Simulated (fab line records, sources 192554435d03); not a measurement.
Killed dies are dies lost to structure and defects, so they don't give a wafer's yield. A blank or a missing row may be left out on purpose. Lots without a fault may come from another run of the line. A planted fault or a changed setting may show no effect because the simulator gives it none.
fab line records | flow n5_finfet
record lots=9 wafers=27 last_day=16
route steps=1938 shown GATE_CUT@500 BEOL_M4@1111 PASSIVATION@1936
lots that met no fault: from a run of the same line without faults
start_h: hours from the record's first day to the start of the lot's first wafer shown | wait_h: hours since the lot's step before | " the same as in the row above | L1.1+2: a row that stands for several wafers | - no value, or no start given | * or withheld: withheld | < > ~ a bound
route shown NAME@n: a module of which the file shows steps, and the number in the route of the first | usual: mean/standard deviation of fault-free wafers | same: alike in all rows | chamber/n: place in a boat | sites: the reading at each site | _std_site: their standard deviation | _edge_site: outer sites' mean less inner sites' | radius_mm: how far each site lies from the wafer's centre | mask NAME#n: copy n | behind: the tool/chamber that last shaped the wafer | hold: why the lot was held/for how many hours/how that ended | device: the transistor (n, p or np) that didn't switch | end of line: the same wafers' tests at the end of the route | a step without rows: its recipe alone | killed: dies lost to structure and defects at the first sort, not the wafer's yield | map: a wafer's dies, x killed, . not, _ none there
set.NAME: the setting as run; set.NAME@STEP: as run at that earlier step | model.NAME: the simulator's own value behind a step, which no gauge read
steps of the route over a sample of lots; a table a step, a row a wafer
services: from which hour (start_h, from the record's first day; less than 0 if before it) a tool's chamber was out of use, for how many hours, and why
## steps
# step N5_GATE_CUT_CUT_ETCH_53
# recipe chemistry=SF6/Cl2 target=W mask_material=SiO2 target_depth_a=792 pressure_mtorr=8 icp_w=900 bias_w=80 SF6_flow_sccm=40 Cl2_flow_sccm=60 ends=cleared
# usual chamber_pressure_mTorr=8.000/0.0076 drypump_motor_current_A=5.5/0.39 etch_rf_on_time_s=26.0/0.47 oes_product_au=0.70/0.1 throttle_valve_pct=28.89/0.22
# columns lot.wafer tool chamber start_h wait_h chamber_pressure_mTorr drypump_motor_current_A etch_rf_on_time_s oes_product_au rf_hours_counter_h throttle_valve_pct
L726.1 rie_metal-02 0 84.53 0.1 8.003 6.0 26.5 0.55 127 29.21
L726.2 " 1 " " 7.995 5.1 25.9 0.78 10 28.72
L726.3 " 1 " " 8.009 5.1 26.0 0.79 - 28.73
L727.1 rie_metal-02 0 90.39 0.1 7.996 6.0 26.4 0.55 128 29.23
L727.3 " 1 " " 7.998 5.1 26.3 0.78 - 28.74
L727.5 " 1 " " 8.004 5.1 25.9 0.78 - 28.73
L728.1 rie_metal-02 1 97.42 0.1 7.991 5.2 26.1 0.77 11 28.73
L728.4 " 0 " " 7.993 6.0 26.3 0.55 - 29.23
L728.5 " 0 " " 8.004 6.0 26.5 0.55 - 29.21
L732.2 rie_metal-02 1 125.01 0.1 7.994 5.1 26.2 0.76 14 28.74
L732.3 " 1 " " 8.000 5.1 26.0 0.77 - 28.74
L732.6 " 0 " " 8.008 6.0 26.6 0.54 - 29.22
L733.1 rie_metal-03 0 125.54 0.1 7.994 5.4 25.1 0.66 72 29.01
L733.3 " 1 " " 7.997 6.2 26.0 0.55 - 29.15
L733.5 " 0 " " 8.000 5.4 25.4 0.66 - 29.00
L735.2 rie_metal-03 1 139.91 0.1 8.013 6.2 26.2 0.54 140 29.16
L735.3 " 1 " " 8.000 6.2 26.1 0.54 - 29.15
L735.6 " 0 " " 8.001 5.4 25.4 0.66 - 28.98
L736.1 rie_metal-01 0 149.12 0.1 7.995 5.3 25.3 0.70 52 28.87
L736.5 " 1 " " 8.008 5.2 26.6 0.81 - 28.76
L736.6 " 0 " " 7.997 5.3 25.5 0.70 - 28.85
L741.1 rie_metal-02 1 176.59 0.1 8.007 5.1 26.0 0.76 18 28.74
L741.2 " 0 " " 8.008 6.0 26.6 0.53 135 29.24
L741.3 " 0 " " 8.006 6.0 26.6 0.53 - 29.25
L744.1 rie_metal-01 0 191.53 0.1 7.994 5.3 25.8 0.68 57 28.85
L744.2 " 1 " " 7.994 5.2 27.0 0.79 13 28.76
L744.4 " 1 " " 8.015 5.3 27.1 0.79 - 28.76
# step N5_GATE_CUT_CUT_ETCH_54
# recipe chemistry=Cl2/BCl3 target=TiN mask_material=SiO2 target_depth_a=967 pressure_mtorr=10 icp_w=1000 bias_w=126 Cl2_flow_sccm=53.25 bcl3_flow_sccm=21.75 Ar_flow_sccm=25 ends=cleared
# usual chamber_pressure_mTorr=10.000/0.0084 drypump_motor_current_A=5.5/0.39 etch_rf_on_time_s=36.3/0.65 oes_product_au=0.70/0.1 throttle_valve_pct=22.24/0.17
# columns lot.wafer tool chamber start_h wait_h chamber_pressure_mTorr drypump_motor_current_A etch_rf_on_time_s oes_product_au rf_hours_counter_h throttle_valve_pct
L726.1 rie_metal-02 0 84.59 0.0 9.998 6.0 36.9 0.55 127 22.47
L726.2 " 1 " " 9.992 5.1 36.6 0.78 10 22.05
L726.3 " 1 " " 9.990 5.1 36.7 0.79 - 22.04
L727.1 rie_metal-02 0 90.45 0.0 9.993 6.0 36.8 0.55 128 22.49
L727.3 " 1 " " 9.989 5.1 36.3 0.78 - 22.05
L727.5 " 1 " " 10.008 5.1 36.3 0.79 - 22.05
L728.1 rie_metal-02 1 97.48 0.0 9.996 5.2 36.4 0.78 11 22.05
L728.4 " 0 " " 9.987 6.0 37.4 0.54 - 22.48
L728.5 " 0 " " 9.999 6.0 37.4 0.54 - 22.50
L732.2 rie_metal-02 1 125.07 0.0 10.006 5.1 35.9 0.77 14 22.04
L732.3 " 1 " " 9.988 5.1 35.9 0.77 - 22.05
L732.6 " 0 " " 9.988 6.0 36.7 0.54 - 22.50
L733.1 rie_metal-03 0 125.60 0.0 10.009 5.4 35.5 0.67 72 22.28
L733.3 " 1 " " 10.009 6.2 36.2 0.55 - 22.54
L733.5 " 0 " " 9.991 5.4 35.5 0.66 - 22.27
L735.2 rie_metal-03 1 139.97 0.0 9.989 6.2 36.3 0.54 140 22.53
L735.3 " 1 " " 10.009 6.2 36.2 0.54 - 22.56
L735.6 " 0 " " 10.001 5.4 35.2 0.66 - 22.27
L736.1 rie_metal-01 0 149.18 0.0 10.003 5.3 36.0 0.70 52 22.34
L736.5 " 1 " " 9.998 5.2 37.1 0.81 - 22.14
L736.6 " 0 " " 9.995 5.3 35.7 0.69 - 22.34
L741.1 rie_metal-02 1 176.65 0.0 9.991 5.2 36.2 0.75 18 22.07
L741.2 " 0 " " 9.991 6.0 37.0 0.54 135 22.51
L741.3 " 0 " " 10.008 6.0 37.0 0.54 - 22.50
L744.1 rie_metal-01 0 191.59 0.0 10.007 5.3 35.8 0.68 57 22.35
L744.2 " 1 " " 9.994 5.2 37.0 0.80 13 22.14
L744.4 " 1 " " 10.002 5.2 37.3 0.79 - 22.15
# step N5_GATE_CUT_ALD_22
# recipe material=SiNx target_thk_a=160 temp_c=400 ald_precursor_family=SiH2I2 ald_co_reactant=N2/H2-plasma pulse_time_s=1 ald_cycles=320 purge_time_s=2 co_reactant_purge_time_s=2 pressure_torr=2
# usual heater_power_w=872/100 precursor_pulse_height_rel=1.001/0.021
# columns lot.wafer tool chamber start_h wait_h heater_power_w precursor_pulse_height_rel since_wet_clean_h
L726.1 ald_sin-01 1 84.97 0.0 769 0.987 176
L726.2 " 0 " " 795 1.018 176
L726.3 " 3 " " 946 1.003 176
L727.1 ald_sin-04 1 90.84 0.0 830 1.022 280
L727.3 " 2 " " 1005 0.985 280
L727.5 " 0 " " 645 0.980 -
L728.1 ald_sin-01 2 99.04 1.2 814 0.993 190
L728.4 " 0 " " 821 0.971 190
L728.5 " 0 " " 804 0.983 -
L732.2 ald_sin-03 1 125.45 0.0 987 0.962 25
L732.3 " 2 " " 869 1.014 25
L732.6 " 0 " " 916 1.041 -
L733.1 ald_sin-04 0 126.07 0.1 647 1.035 315
L733.3 " 2 " " 1038 0.999 315
L733.5 " 0 " " 631 0.980 -
L735.2 ald_sin-01 2 140.36 0.0 802 1.073 231
L735.3 " 0 " " 814 1.023 231
L735.6 " 1 " " 780 0.994 -
L736.1 ald_sin-04 0 149.66 0.1 629 1.029 339
L736.5 " 3 " " 706 0.985 -
L736.6 " 2 " " 1015 1.021 -
L741.1 ald_sin-01 3 177.91 0.9 961 0.994 269
L741.2 " 2 " " 807 0.993 269
L741.3 " 1 " " 790 1.019 269
L744.1 ald_sin-03 1 191.97 0.0 1011 1.027 91
L744.2 " 2 " " 871 0.993 91
L744.4 " 3 " " 919 1.017 91
# step N5_GATE_CUT_CMP_23
# recipe stop_on=SiO2 t_overpolish_s=23.4 post_cmp_clean=alkaline_brush down_force_psi=2.5 platen_rpm=51.8 pad_velocity_m_s=1.0307 target_thk_nm=16
# usual motor_current_A=9.1/1 overpolish_run_s=23.399/0.0095 pad_life_wafers=1395/520 platen_rpm=51.80/0.033 time_to_endpoint_s=18.5/2.4
# columns lot.wafer tool chamber start_h wait_h motor_current_A overpolish_run_s pad_life_wafers platen_rpm time_to_endpoint_s
L726.1 cmp-03 3 86.50 0.8 8.3 23.395 979 51.81 16.1
L726.2 " 0 " " 10.3 23.392 980 51.80 13.1
L726.3 " 1 " " 8.7 23.411 981 51.80 19.8
L727.3 cmp-04 1 92.33 0.8 7.2 23.381 1746 51.85 17.7
L727.1 " 3 " " 8.7 23.394 1748 51.75 25.2
L727.5 " 1 " " 7.6 23.405 - 51.84 19.1
L728.4 cmp-03 2 100.53 0.8 9.3 23.406 1068 51.81 18.4
L728.1 " 1 " " 8.7 23.398 1071 51.83 19.1
L728.5 " 3 " " 8.1 23.387 - 51.82 15.4
L732.3 cmp-01 2 126.94 0.8 8.8 23.386 1326 51.83 17.4
L732.2 " 3 " " 9.3 23.404 1327 51.77 22.1
L732.6 " 2 " " 9.1 23.407 - 51.81 20.8
L733.3 cmp-01 0 127.60 0.8 11.3 23.376 1333 51.76 17.7
L733.1 " 2 " " 8.5 23.412 1335 51.79 15.3
L733.5 " 0 " " 11.6 23.386 - 51.78 20.6
L735.3 cmp-03 1 141.85 0.8 8.7 23.415 1404 51.78 16.2
L735.2 " 3 " " 8.1 23.392 1406 51.76 17.2
L735.6 " 2 " " 9.1 23.398 - 51.82 18.5
L736.1 cmp-03 1 151.22 0.8 9.0 23.393 1472 51.82 20.0
L736.5 " 3 " " 8.3 23.395 - 51.78 15.7
L736.6 " 0 " " 10.2 23.398 - 51.84 13.9
L741.2 cmp-01 1 179.40 0.8 9.8 23.397 1746 51.80 10.1
L741.3 " 2 " " 8.9 23.390 1747 51.83 19.2
L741.1 " 0 " " 11.3 23.383 1749 51.86 12.3
L744.1 cmp-01 3 193.50 0.8 9.3 23.411 1831 51.81 13.6
L744.4 " 0 " " 11.1 23.412 1832 51.77 18.9
L744.2 " 1 " " 9.7 23.388 1833 51.81 10.0
# step N5_BEOL_M4_RC_MEAS_101
# usual DIBL_N=35.8/1.6 DIBL_P=36.0/2.1 IOFF_N=0.153/0.026 IOFF_P=0.21/0.037 ION_N=673/11 ION_P=462/7.6 SS_N=71.4/0.53 SS_P=73.2/0.67 VT_N=250/3.2 VT_P=-250/3.7
# columns lot.wafer tool chamber start_h wait_h DIBL_N[mV/V] DIBL_P[mV/V] IOFF_N[nA/um] IOFF_P[nA/um] ION_N[uA/um] ION_P[uA/um] SS_N[mV/dec] SS_P[mV/dec] VT_N[mV] VT_P[mV]
L726.1 prober-02 0 169.42 0.0 37.3 39.2 0.188 0.26 684 476 70.9 74.0 245 -248
L726.2 " 0 " " 33.5 33.7 0.117 0.17 662 463 71.1 72.5 256 -251
L726.3 " 0 " " 37.9 38.8 0.207 0.27 700 476 71.1 74.2 243 -245
L727.1 prober-02 0 177.41 0.0 35.3 36.1 0.139 0.18 670 453 71.1 73.2 252 -255
L727.3 " 0 " " 37.4 37.9 0.165 0.20 675 460 71.7 73.4 250 -250
L727.5 " 0 " " 35.5 35.7 0.137 0.18 673 456 71.6 72.4 253 -252
L728.1 prober-01 0 191.95 0.0 36.7 38.9 0.176 0.28 693 472 71.4 74.1 250 -243
L728.4 " 0 " " 37.7 40.2 0.201 0.32 682 477 72.1 74.1 246 -240
L728.5 " 0 " " 35.7 37.7 0.146 0.26 673 470 71.0 73.2 252 -244
L732.2 prober-02 0 207.61 0.2 37.0 38.7 0.192 0.25 690 467 71.4 73.6 248 -247
L732.3 " 0 " " 35.2 35.6 0.153 0.20 680 464 71.2 73.2 250 -253
L732.6 " 0 " " 35.6 36.5 0.159 0.21 670 463 71.8 72.8 252 -250
L733.1 prober-01 0 207.77 0.0 33.7 33.4 0.121 0.17 658 458 70.6 72.8 253 -255
L733.3 " 0 " " 33.4 32.9 0.111 0.15 653 450 70.4 72.2 254 -253
L733.5 " 0 " " 31.5 30.3 0.091 0.13 647 445 70.2 72.0 256 -257
L735.2 prober-01 0 224.95 0.2 35.2 35.2 0.136 0.18 671 462 71.4 73.4 250 -252
L735.3 " 0 " " 35.3 35.7 0.153 0.20 688 468 70.8 72.8 249 -249
L735.6 " 0 " " 36.4 37.6 0.168 0.22 688 469 71.9 72.6 246 -248
L736.1 prober-01 0 240.45 0.0 36.1 38.3 0.179 0.27 676 469 71.6 74.0 250 -243
L736.5 " 0 " " 35.8 37.3 0.177 0.27 675 474 71.6 74.0 247 -244
L736.6 " 0 " " 35.7 36.3 0.165 0.23 670 467 71.9 72.8 248 -248
L741.1 prober-01 0 268.62 0.0 35.8 36.5 0.149 0.22 669 465 71.6 73.4 252 -251
L741.2 " 0 " " 36.1 37.6 0.159 0.25 666 470 71.6 73.5 251 -246
L741.3 " 0 " " 36.9 37.6 0.176 0.23 691 473 72.4 73.8 251 -249
L744.1 prober-02 0 274.61 0.0 35.1 34.1 0.127 0.16 657 454 71.6 72.5 253 -257
L744.2 " 0 " " 35.8 34.5 0.131 0.16 661 452 71.3 72.6 254 -257
L744.4 " 0 " " 32.7 30.9 0.093 0.12 662 448 70.3 71.9 259 -255
# step N5_PASSIVATION_PROBE_49
# usual defect_limited_yield=91.3/1.5 killed_at_M0_to_M3=33/12 killed_at_M4_up=13/5.2 killed_at_contacts=13/6.7 killed_at_front_end=40/11 killed_at_other=4.1/2.7 killed_dies=103/17 killed_open=69/13 killed_short=33/8.4 sort_bin_5_function=5.1/1 sort_bin_6_memory=3.2/0.62 sort_n_pass=1077/17 sort_yield_pct=91.3/1.5
# same gross_dies=1180 killed_at_back_side=0 sort_bin_4_leakage[%]=0 sort_bin_8_speed[%]=0
# columns lot.wafer tool chamber start_h wait_h defect_limited_yield[%] killed_at_M0_to_M3 killed_at_M4_up killed_at_contacts killed_at_front_end killed_at_other killed_dies killed_open killed_short sort_bin_5_function[%] sort_bin_6_memory[%] sort_n_pass sort_yield_pct[%]
L726.1 prober-01 - 270.57 0.0 93.0 30 9 6 36 2 83 57 24 4.3 2.5 1097 93.0
L726.2 prober-01 - 270.62 0.1 93.2 20 5 15 40 0 80 62 18 3.7 3.0 1100 93.2
L726.3 prober-01 - 270.67 0.1 91.4 27 9 10 48 8 102 72 26 5.0 3.4 1078 91.4
L727.1 prober-01 - 274.66 0.0 91.4 27 5 5 61 4 102 72 28 5.3 3.1 1078 91.4
L727.3 prober-01 - 274.76 0.1 91.4 30 4 16 51 1 102 67 31 5.3 3.2 1078 91.4
L727.5 prober-01 - 274.86 0.2 92.5 33 12 10 32 1 88 65 22 4.5 2.8 1092 92.5
L732.2 prober-02 - 315.25 0.1 93.5 18 16 12 25 6 77 47 29 3.4 2.6 1103 93.5
L732.3 prober-02 - 315.30 0.1 90.5 57 8 6 35 6 112 65 47 5.8 3.2 1068 90.5
L732.6 prober-02 - 315.45 0.3 89.6 42 18 3 54 6 123 67 54 5.8 4.2 1057 89.6
L735.2 prober-01 - 325.53 0.1 92.1 18 11 14 42 8 93 55 38 4.8 2.7 1087 92.1
L735.3 prober-01 - 325.58 0.1 92.6 25 12 8 34 8 87 52 33 3.8 3.5 1093 92.6
L735.6 prober-01 - 325.73 0.3 93.4 21 7 18 28 4 78 37 40 3.4 3.0 1102 93.4
L736.1 prober-01 - 364.47 0.0 89.5 37 16 11 54 6 124 83 40 5.9 4.3 1056 89.5
L736.5 prober-01 - 364.67 0.2 89.3 41 14 25 43 3 126 92 32 7.0 3.5 1054 89.3
L736.6 prober-01 - 364.72 0.3 90.6 22 19 11 59 0 111 83 28 5.3 3.8 1069 90.6
L741.1 prober-02 - 383.01 0.0 88.1 38 16 33 52 1 140 97 43 7.3 4.2 1040 88.1
L741.2 prober-02 - 383.06 0.1 89.7 39 16 21 45 0 121 73 47 6.0 4.1 1059 89.7
L741.3 prober-02 - 383.11 0.1 91.4 27 10 19 41 5 102 57 44 5.1 3.1 1078 91.4
L744.1 prober-01 - 390.72 0.0 88.0 61 15 10 54 2 142 108 32 7.4 4.3 1038 88.0
L744.2 prober-01 - 390.77 0.1 91.3 37 14 10 39 3 103 69 34 5.6 2.8 1077 91.3
L744.4 prober-01 - 390.87 0.2 91.9 31 10 5 44 5 95 66 28 4.7 3.1 1085 91.9
# killed by level:class
L726.1 FIN_SAQP:geometric_particle:open=12 BEOL_M1:geometric_particle:open=9 BEOL_M0_SAQP:geometric_particle:short=5 BEOL_M3:geometric_particle:open=5 BEOL_M4:geometric_particle:open=5 MOL_CONTACT_COAG:geometric_particle:open=4 FIN_SAQP:geometric_particle:short=3 GATE_CUT:geometric_particle:open=3
L726.2 MOL_CONTACT_COAG:geometric_particle:open=14 FIN_SAQP:geometric_particle:open=11 STI_FIN_REVEAL:geometric_particle:open=8 BEOL_M0_SAQP:geometric_particle:open=4 GATE_CUT:geometric_particle:open=4 BEOL_M0_SAQP:geometric_particle:short=4 FIN_SAQP:geometric_particle:short=3 ILD0:geometric_particle:open=3
L726.3 FIN_SAQP:geometric_particle:open=18 BEOL_M2:geometric_particle:open=8 MOL_CONTACT_COAG:geometric_particle:open=8 FIN_SAQP:geometric_particle:short=6 STI_FIN_REVEAL:geometric_particle:open=5 BEOL_M0_SAQP:geometric_particle:open=5 BEOL_M0:geometric_particle:open=4 BEOL_M3:geometric_particle:open=4
L727.1 FIN_SAQP:geometric_particle:open=27 FIN_SAQP:geometric_particle:short=13 STI_FIN_REVEAL:geometric_particle:open=7 BEOL_M3:geometric_particle:open=6 BEOL_M1:geometric_particle:open=6 BEOL_M2:geometric_particle:open=6 MOL_CONTACT_COAG:geometric_particle:open=4 GATE_CUT:geometric_particle:open=3
L727.3 FIN_SAQP:geometric_particle:open=26 BEOL_M3:geometric_particle:open=12 FIN_SAQP:geometric_particle:short=9 MOL_CONTACT_COAG:geometric_particle:open=9 MOL_CONTACT_COAG:geometric_particle:short=7 BEOL_M2:geometric_particle:open=6 BEOL_M2:geometric_particle:short=4 STI_FIN_REVEAL:geometric_particle:short=3
L727.5 BEOL_M2:geometric_particle:open=16 FIN_SAQP:geometric_particle:open=9 BEOL_M3:geometric_particle:open=8 MOL_CONTACT_COAG:geometric_particle:open=7 STI_FIN_REVEAL:geometric_particle:open=5 BEOL_M1:geometric_particle:open=4 FIN_SAQP:geometric_particle:short=3 MOL_CONTACT_COAG:geometric_particle:short=3
L732.2 MOL_CONTACT_COAG:geometric_particle:open=11 BEOL_M0_SAQP:geometric_particle:short=7 DUMMY_GATE:geometric_particle:open=6 GATE_CUT:geometric_particle:short=6 STI_FIN_REVEAL:geometric_particle:open=4 BEOL_M0_SAQP:geometric_particle:open=4 BEOL_M1:geometric_particle:open=4 BEOL_M5:geometric_particle:open=4
L732.3 BEOL_M0_SAQP:geometric_particle:open=15 BEOL_M2:geometric_particle:open=13 BEOL_M0_SAQP:geometric_particle:short=10 FIN_SAQP:geometric_particle:short=9 FIN_SAQP:geometric_particle:open=7 STARTING-WAFER:geometric_particle:short=5 MOL_CONTACT_COAG:geometric_particle:open=4 BEOL_M1:geometric_particle:open=4
L732.6 FIN_SAQP:geometric_particle:short=20 BEOL_M0_SAQP:geometric_particle:short=12 FIN_SAQP:geometric_particle:open=10 BEOL_M1:geometric_particle:open=8 STI_FIN_REVEAL:geometric_particle:open=7 BEOL_M0_SAQP:geometric_particle:open=6 BEOL_M4:geometric_particle:open=6 BEOL_M2:geometric_particle:open=4
L735.2 FIN_SAQP:geometric_particle:open=14 MOL_CONTACT_COAG:geometric_particle:open=9 BEOL_M0_SAQP:geometric_particle:open=8 BEOL_M0_SAQP:geometric_particle:short=6 MOL_CONTACT_COAG:geometric_particle:short=5 FIN_SAQP:geometric_particle:short=4 STI_FIN_REVEAL:geometric_particle:open=4 GATE_CUT:geometric_particle:short=4
L735.3 STI_FIN_REVEAL:geometric_particle:open=9 MOL_CONTACT_COAG:geometric_particle:short=6 BEOL_M0_SAQP:geometric_particle:short=6 DUMMY_GATE:geometric_particle:open=5 BEOL_M0_SAQP:geometric_particle:open=5 BEOL_M2:geometric_particle:open=5 GATE_CUT:geometric_particle:open=4 GATE_CUT:geometric_particle:short=4
L735.6 MOL_CONTACT_COAG:geometric_particle:short=12 STI_FIN_REVEAL:geometric_particle:open=7 MOL_CONTACT_COAG:geometric_particle:open=6 STARTING-WAFER:geometric_particle:short=6 BEOL_M0_SAQP:geometric_particle:short=5 BEOL_M2:geometric_particle:open=5 GATE_CUT:geometric_particle:short=4 BEOL_M0_SAQP:geometric_particle:open=4
L736.1 STI_FIN_REVEAL:geometric_particle:open=18 FIN_SAQP:geometric_particle:open=12 BEOL_M0_SAQP:geometric_particle:short=8 BEOL_M2:geometric_particle:open=7 MOL_CONTACT_COAG:geometric_particle:open=6 BEOL_M3:geometric_particle:open=6 DUMMY_GATE:geometric_particle:open=5 MOL_CONTACT_COAG:geometric_particle:short=5
L736.5 MOL_CONTACT_COAG:geometric_particle:open=24 STI_FIN_REVEAL:geometric_particle:open=18 BEOL_M0_SAQP:geometric_particle:open=11 FIN_SAQP:geometric_particle:open=7 BEOL_M1:geometric_particle:open=5 BEOL_M0:geometric_particle:open=5 FIN_SAQP:geometric_particle:short=4 STI_FIN_REVEAL:geometric_particle:short=4
L736.6 FIN_SAQP:geometric_particle:open=12 STI_FIN_REVEAL:geometric_particle:open=12 FIN_SAQP:geometric_particle:short=10 MOL_CONTACT_COAG:geometric_particle:open=10 BEOL_M1:geometric_particle:open=10 GATE_CUT:geometric_particle:short=7 BEOL_M2:geometric_particle:open=6 BEOL_M5:geometric_particle:open=5
L741.1 MOL_CONTACT_COAG:geometric_particle:open=29 BEOL_M0_SAQP:geometric_particle:short=13 FIN_SAQP:geometric_particle:open=11 STI_FIN_REVEAL:geometric_particle:open=10 BEOL_M0_SAQP:geometric_particle:open=10 STI_FIN_REVEAL:geometric_particle:short=6 BEOL_M1:geometric_particle:open=6 BEOL_M4:geometric_particle:open=6
L741.2 MOL_CONTACT_COAG:geometric_particle:open=17 BEOL_M0_SAQP:geometric_particle:short=16 FIN_SAQP:geometric_particle:open=10 BEOL_M0_SAQP:geometric_particle:open=8 BEOL_M1:geometric_particle:open=5 STI_FIN_REVEAL:geometric_particle:open=5 GATE_CUT:geometric_particle:short=5 ILD0:geometric_particle:open=5
L741.3 MOL_CONTACT_COAG:geometric_particle:open=18 BEOL_M0_SAQP:geometric_particle:short=9 FIN_SAQP:geometric_particle:short=7 STI_FIN_REVEAL:geometric_particle:open=6 BEOL_M2:geometric_particle:open=6 FIN_SAQP:geometric_particle:open=5 BEOL_M8:geometric_particle:short=4 ILD0:geometric_particle:short=4
L744.1 STI_FIN_REVEAL:geometric_particle:open=22 BEOL_M3:geometric_particle:open=18 BEOL_M1:geometric_particle:open=11 FIN_SAQP:geometric_particle:open=10 BEOL_M2:geometric_particle:open=8 FIN_SAQP:geometric_particle:short=7 BEOL_M0_SAQP:geometric_particle:open=7 MOL_CONTACT_COAG:geometric_particle:open=6
L744.2 BEOL_M0_SAQP:geometric_particle:open=10 MOL_CONTACT_COAG:geometric_particle:open=10 BEOL_M0_SAQP:geometric_particle:short=10 FIN_SAQP:geometric_particle:short=8 STI_FIN_REVEAL:geometric_particle:open=7 BEOL_M2:geometric_particle:open=6 FIN_SAQP:geometric_particle:open=5 BEOL_M7:geometric_particle:open=4
L744.4 STI_FIN_REVEAL:geometric_particle:open=12 FIN_SAQP:geometric_particle:open=10 BEOL_M1:geometric_particle:open=10 FIN_SAQP:geometric_particle:short=6 BEOL_M0_SAQP:geometric_particle:short=6 BEOL_M0_SAQP:geometric_particle:open=6 MOL_CONTACT_COAG:geometric_particle:open=4 BEOL_M2:geometric_particle:open=4
## services
# columns tool chamber start_h hours kind
ald_sin-03 3 63.97 3.4 repair
ald_sin-03 - 87.08 14.0 pm
cmp-03 - 89.20 2.3 repair
cmp-04 - 100.79 0.8 repair
cmp-01 - 102.96 0.9 repair
cmp-03 - 114.49 0.3 repair
cmp-04 - 123.56 6.0 pm
rie_metal-01 - 124.67 2.8 pm
cmp-04 - 141.83 4.0 pm
rie_metal-03 1 145.75 - clean
rie_metal-03 1 145.75 24.8 scheduled_down
rie_metal-03 1 145.75 24.8 vent_cycle
rie_metal-03 1 171.39 9.5 repair
cmp-03 - 172.84 7.8 repair
ald_sin-04 - 176.81 14.0 pm
ald_sin-04 0 176.81 14.0 vent_cycle
ald_sin-04 1 176.81 14.0 vent_cycle
ald_sin-04 2 176.81 14.0 vent_cycle
rie_metal-01 1 181.95 1.7 repair
cmp-01 - 183.55 2.5 repair
cmp-03 - 183.94 1.6 repair
rie_metal-02 0 191.91 - clean
rie_metal-02 0 191.91 22.7 scheduled_down
rie_metal-02 0 191.91 22.7 vent_cycle
## key
first_sign step=N5_GATE_CUT_CMP_23 reading=time_to_endpoint_s direction=down sigmas=2.9 usual=* struck=*
effect none on later readings
met_at N5_GATE_CUT_CMP_23
struck_lots L741,L744
struck_wafers L741.1,L741.2,L744.1,L744.2
not_acting_at N5_GATE_CUT_CUT_ETCH_53,N5_GATE_CUT_CUT_ETCH_54,N5_GATE_CUT_ALD_22
onset_between 127.60 179.40
fault kind=process_parameter_drift tool=cmp-01 chamber=- onset_h=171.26 steps=N5_GATE_CUT_CMP_23 channel=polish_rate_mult offset=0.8 shape=step end_h=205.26 scope=struck_wafers_only
